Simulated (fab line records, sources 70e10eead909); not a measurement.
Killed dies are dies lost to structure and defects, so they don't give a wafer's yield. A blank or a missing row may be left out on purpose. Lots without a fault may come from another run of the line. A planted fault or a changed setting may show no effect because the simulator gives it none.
Which tool did it? | flow nand_harc | 15 lots, 45 wafers sampled, at 5 steps of a route of 1302

WHAT THE GAUGES READ, wafer by wafer
NHARC_P_M2_THK_MEAS_24: measures by xrf. Usual: thk_nm 144.7 nm, standard deviation 1.5.
lot  | measured     | on            | thk_nm (nm)       | flag
L396 | day 6 17:55  | film_metro-01 | 142.8 141.5 143.8 |
L397 | day 7 06:01  | film_metro-02 | 143.7 143.7 145.0 |
L399 | day 8 08:05  | film_metro-02 | 143.3 144.3 145.5 |
L400 | day 8 13:12  | film_metro-02 | 143.2 147.3 144.8 |
L401 | day 9 03:22  | film_metro-01 | 142.9 141.2 144.1 |
L403 | day 9 21:13  | film_metro-01 | 32.0 29.7 30.1    | OFF
L404 | day 10 00:46 | film_metro-02 | 31.9 30.6 28.2    | OFF
L405 | day 10 20:40 | film_metro-02 | 29.2 29.9 29.9    | OFF
L411 | day 13 00:32 | film_metro-01 | 143.1 143.7 140.1 |
L412 | day 13 19:12 | film_metro-01 | 144.1 144.0 144.8 |
L413 | day 14 01:28 | film_metro-01 | 142.7 144.0 145.1 |
L414 | day 14 13:22 | film_metro-01 | 147.1 144.5 144.5 |
L416 | day 15 05:00 | film_metro-01 | 145.2 144.9 145.4 |
L415 | day 15 05:59 | film_metro-02 | 149.0 146.3 149.3 |
L418 | day 16 02:34 | film_metro-02 | 145.0 145.2 143.9 |

NHARC_P_M2_INSPECT_27. Usual: raw_defect_count 297, standard deviation 110.
lot  | measured     | on                | raw_defect_count | flag
L396 | day 6 18:04  | defect_inspect-01 | 312 234 505      |
L397 | day 7 06:11  | defect_inspect-02 | 359 241 266      |
L399 | day 8 08:14  | defect_inspect-01 | 353 323 500      |
L400 | day 8 13:22  | defect_inspect-01 | 145 197 287      |
L401 | day 9 03:31  | defect_inspect-02 | 212 442 373      |
L403 | day 9 21:23  | defect_inspect-01 | 285 358 367      |
L404 | day 10 00:55 | defect_inspect-02 | 462 288 306      |
L405 | day 10 20:49 | defect_inspect-02 | 300 236 262      |
L411 | day 13 00:43 | defect_inspect-01 | 339 150 269      |
L412 | day 13 19:22 | defect_inspect-01 | 410 327 326      |
L413 | day 14 01:37 | defect_inspect-02 | 322 227 544      |
L414 | day 14 13:31 | defect_inspect-02 | 205 259 296      |
L416 | day 15 05:11 | defect_inspect-02 | 217 186 337      |
L415 | day 15 06:10 | defect_inspect-02 | 118 210 219      |
L418 | day 16 02:44 | defect_inspect-01 | 305 377 215      |

WHICH TOOL RAN EACH LOT (tool, then ch and the chambers of the sampled wafers, then the start)
lot  | NHARC_P_M2_ETCH_15                            | NHARC_P_M2_ECD_22              | NHARC_P_M2_CMP_23
L396 | rie_diel-12 ch 1,2,3, day 6 16:53 or earlier  | ecd_cu-01 ch 0,1, day 6 16:53  | cmp-01 ch 0,2,3, day 6 17:36
L397 | rie_diel-12 ch 0,1,2, day 7 05:03 or earlier  | ecd_cu-01 ch 0,1, day 7 05:03  | cmp-01 ch 2,3, day 7 05:43
L399 | rie_diel-10 ch 0,1,2, day 8 07:07 or earlier  | ecd_cu-01 ch 0,1, day 8 07:07  | cmp-01 ch 0,2, day 8 07:47
L400 | rie_diel-12 ch 0,3, day 8 12:08 or earlier    | ecd_cu-02 ch 1, day 8 12:08    | cmp-02 ch 0,1, day 8 12:53
L401 | rie_diel-12 ch 1,2,3, day 9 02:23 or earlier  | ecd_cu-02 ch 0,1, day 9 02:23  | cmp-04 ch 2,3, day 9 03:03
L403 | rie_diel-12 ch 0,1,2, day 9 20:08 or earlier  | ecd_cu-02 ch 0,1, day 9 20:08  | cmp-01 ch 0,2, day 9 20:56
L404 | rie_diel-10 ch 1,2,3, day 9 23:44 or earlier  | ecd_cu-02 ch 1, day 9 23:44    | cmp-02 ch 0,2, day 10 00:27
L405 | rie_diel-09 ch 0,3, day 10 19:44 or earlier   | ecd_cu-02 ch 0,1, day 10 19:44 | cmp-01 ch 0,1,2, day 10 20:25
L411 | rie_diel-09 ch 0,3, day 12 23:33 or earlier   | ecd_cu-02 ch 0,1, day 12 23:33 | cmp-01 ch 0,2,3, day 13 00:14
L412 | rie_diel-09 ch 1,3, day 13 18:13 or earlier   | ecd_cu-02 ch 1, day 13 18:13   | cmp-02 ch 1,2, day 13 18:53
L413 | rie_diel-10 ch 1,2,3, day 14 00:26 or earlier | ecd_cu-02 ch 0,1, day 14 00:26 | cmp-01 ch 1,3, day 14 01:09
L414 | rie_diel-12 ch 0,1, day 14 12:22 or earlier   | ecd_cu-01 ch 0, day 14 12:22   | cmp-01 ch 0,1,3, day 14 13:07
L416 | rie_diel-10 ch 0,1, day 15 04:01 or earlier   | ecd_cu-02 ch 0,1, day 15 04:01 | cmp-04 ch 1,3, day 15 04:41
L415 | rie_diel-10 ch 0,2,3, day 15 04:57 or earlier | ecd_cu-02 ch 0,1, day 15 04:57 | cmp-01 ch 0,1,3, day 15 05:42
L418 | rie_diel-12 ch 0,1, day 16 01:38 or earlier   | ecd_cu-02 ch 0,1, day 16 01:38 | cmp-02 ch 0,1,2, day 16 02:16
- NHARC_P_M2_ETCH_15: etches the open film in C4F8/Ar, target depth 182.5 nm, time 91.2 s.
- NHARC_P_M2_ECD_22: material Cu, target thk 400 nm.
- NHARC_P_M2_CMP_23: polishes, t overpolish 20 s, target thk 144.3 nm.

WHAT THE TOOLS THEMSELVES READ (means of the sampled wafers that have a number; where no wafer has one, the mark that the record gives instead)
NHARC_P_M2_ETCH_15. Usual: oes_product_au 0.948 a.u., standard deviation 0.024; rf_fwd_power_W 596.4 W, standard deviation 2; rf_vpp_V 442.0 V, standard deviation 2.8.
lot  | tool        | oes_product_au (a.u.) | rf_fwd_power_W (W) | rf_vpp_V (V) | flag
L396 | rie_diel-12 | 0.967                 | 597.0              | 442.4        |
L397 | rie_diel-12 | 0.973                 | 597.1              | 440.4        |
L399 | rie_diel-10 | 0.916                 | 596.6              | 441.2        |
L400 | rie_diel-12 | 0.967                 | 595.6              | 442.1        |
L401 | rie_diel-12 | 0.960                 | 598.2              | 441.8        |
L403 | rie_diel-12 | 0.974                 | 595.7              | 440.2        |
L404 | rie_diel-10 | 0.922                 | 595.9              | 442.1        |
L405 | rie_diel-09 | 0.927                 | 597.9              | 442.2        |
L411 | rie_diel-09 | 0.956                 | 596.0              | 444.0        |
L412 | rie_diel-09 | 0.946                 | 596.9              | 443.6        |
L413 | rie_diel-10 | 0.928                 | 595.4              | 442.7        |
L414 | rie_diel-12 | 0.979                 | 598.0              | 440.1        |
L416 | rie_diel-10 | 0.919                 | 594.9              | 442.6        |
L415 | rie_diel-10 | 0.920                 | 596.0              | 442.5        |
L418 | rie_diel-12 | 0.956                 | 597.0              | 443.4        |

NHARC_P_M2_ECD_22. Usual: bath_heat_duty_pct 5.8 %, standard deviation 0.72; bath_temp_c 24.99 C, standard deviation 0.095.
lot  | tool      | bath_heat_duty_pct (%) | bath_temp_c (C) | flag
L396 | ecd_cu-01 | 6.6                    | 25.08           |
L397 | ecd_cu-01 | 6.1                    | 24.79           |
L399 | ecd_cu-01 | 6.3                    | 24.98           |
L400 | ecd_cu-02 | 5.4                    | 24.94           |
L401 | ecd_cu-02 | 6.3                    | 24.97           |
L403 | ecd_cu-02 | -                      | -               | OFF
L404 | ecd_cu-02 | -                      | -               | OFF
L405 | ecd_cu-02 | -                      | -               | OFF
L411 | ecd_cu-02 | 5.7                    | 25.04           |
L412 | ecd_cu-02 | 5.2                    | 25.00           |
L413 | ecd_cu-02 | 6.1                    | 25.00           |
L414 | ecd_cu-01 | 6.0                    | 24.94           |
L416 | ecd_cu-02 | 5.9                    | 24.97           |
L415 | ecd_cu-02 | 5.5                    | 24.92           |
L418 | ecd_cu-02 | 5.5                    | 25.15           |

NHARC_P_M2_CMP_23. Usual: edge_zone_pressure_frac 1.000, standard deviation 0.005; motor_current_A 12.2 A, standard deviation 1.9; time_to_endpoint_s 29.0 s, standard deviation 2.9.
lot  | tool   | edge_zone_pressure_frac | motor_current_A (A) | time_to_endpoint_s (s) | flag
L396 | cmp-01 | 1.004                   | 12.1                | 30.1                   |
L397 | cmp-01 | 0.998                   | 11.2                | 28.9                   |
L399 | cmp-01 | 0.997                   | 13.7                | 28.0                   |
L400 | cmp-02 | 0.993                   | 10.0                | 28.2                   |
L401 | cmp-04 | 1.004                   | 11.6                | 27.1                   |
L403 | cmp-01 | 0.996                   | 13.7                | 3.4                    | OFF
L404 | cmp-02 | 1.002                   | 12.0                | 3.7                    | OFF
L405 | cmp-01 | 0.997                   | 13.3                | 1.7                    | OFF
L411 | cmp-01 | 1.002                   | 12.6                | 26.2                   |
L412 | cmp-02 | 0.995                   | 13.0                | 32.1                   |
L413 | cmp-01 | 1.001                   | 13.3                | 29.3                   |
L414 | cmp-01 | 0.996                   | 13.4                | 30.6                   |
L416 | cmp-04 | 1.006                   | 14.0                | 27.9                   |
L415 | cmp-01 | 1.000                   | 13.4                | 31.6                   |
L418 | cmp-02 | 1.004                   | 11.5                | 30.7                   |

THE ANSWER, worked out from the rows above alone
Rule: a lot is off if the mean of its wafers that have a number lies more than 3 standard deviations from the usual mean. A lot without any number at a reading at which 4 lots or more have one is off too. The other lots that the step has rows for count as sound. The gauges are gone through in route order, then the tools' own readings, and for those a lot's mean is taken as printed above. The first step at which some lot is off is used, and at that step the reading that is off furthest; a lot without a number counts as furthest.
Off: L403, L404, L405, at NHARC_P_M2_THK_MEAS_24 (thk_nm).
A tool fits if, at a process step before that reading, it ran every lot that is off, and no sound lot after the first of them. The gauges at NHARC_P_M2_THK_MEAS_24 aren't tried: what is off there is off at NHARC_P_M2_ECD_22 too, on other tools, and a gauge's error can't cause that. NHARC_P_M2_ETCH_15 gives no start for some lots, so the hours and the order of its lots are those of NHARC_P_M2_ECD_22. None of those tried fits.

WHAT THE SIMULATOR HAD PUT IN
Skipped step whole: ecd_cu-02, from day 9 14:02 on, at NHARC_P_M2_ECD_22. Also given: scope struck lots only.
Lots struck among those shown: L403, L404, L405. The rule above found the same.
